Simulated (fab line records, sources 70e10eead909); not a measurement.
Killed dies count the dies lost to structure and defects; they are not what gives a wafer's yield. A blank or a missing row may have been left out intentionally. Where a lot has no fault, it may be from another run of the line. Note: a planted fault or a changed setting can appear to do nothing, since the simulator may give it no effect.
Matching of chambers    flow nand harc    cmp-01 running NHARC_A_CHANNEL_FILL_D2_CMP_10: 4 sister chambers
The step polishes, target thk 150 nm. 4 wafers are shown with their chamber, then 7 later ones without.

EACH WAFER AND ITS CHAMBER
wafer   chamber  time to endpoint s (s)
L542.6  1        15.9
L550.5  0        14.1
L552.2  3        18.0
L552.3  2        14.4

WAFERS WITH NO CHAMBER GIVEN
wafer   time to endpoint s (s)
L552.5  18.4
L553.3  14.7
L553.4  15.4
L553.5  13.3
L557.2  15.4
L557.3  14.5
L557.6  14.3

THE CHAMBER EACH PASSED THROUGH
wafer   from the rows above           in truth
L552.5  3                             3
L553.3  can't be placed: 2 or 0       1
L553.4  can't be placed: 1 or 2 or 0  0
L553.5  can't be placed: 0 or 2       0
L557.2  can't be placed: 1 or 2 or 0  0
L557.3  can't be placed: 2 or 0       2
L557.6  can't be placed: 2 or 0       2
Placed correctly: 1 of 7. Cannot be placed on the basis of these rows: 6; the candidates contain the true chamber in 5. Wrongly placed: 0.
How it was worked out, from the rows above alone: a wafer's distance from a chamber is the root of the sum, over the readings, of the square of ((its reading less the chamber's mean) divided by the reading's scatter). If the next closest chamber is less than 2 further off than the closest, the wafer can't be placed; otherwise it belongs to the closest. A chamber's mean is the mean of its shown wafers. The scatter: root of mean squared gap, hidden wafer to nearest shown wafer, with one shown wafer a chamber.
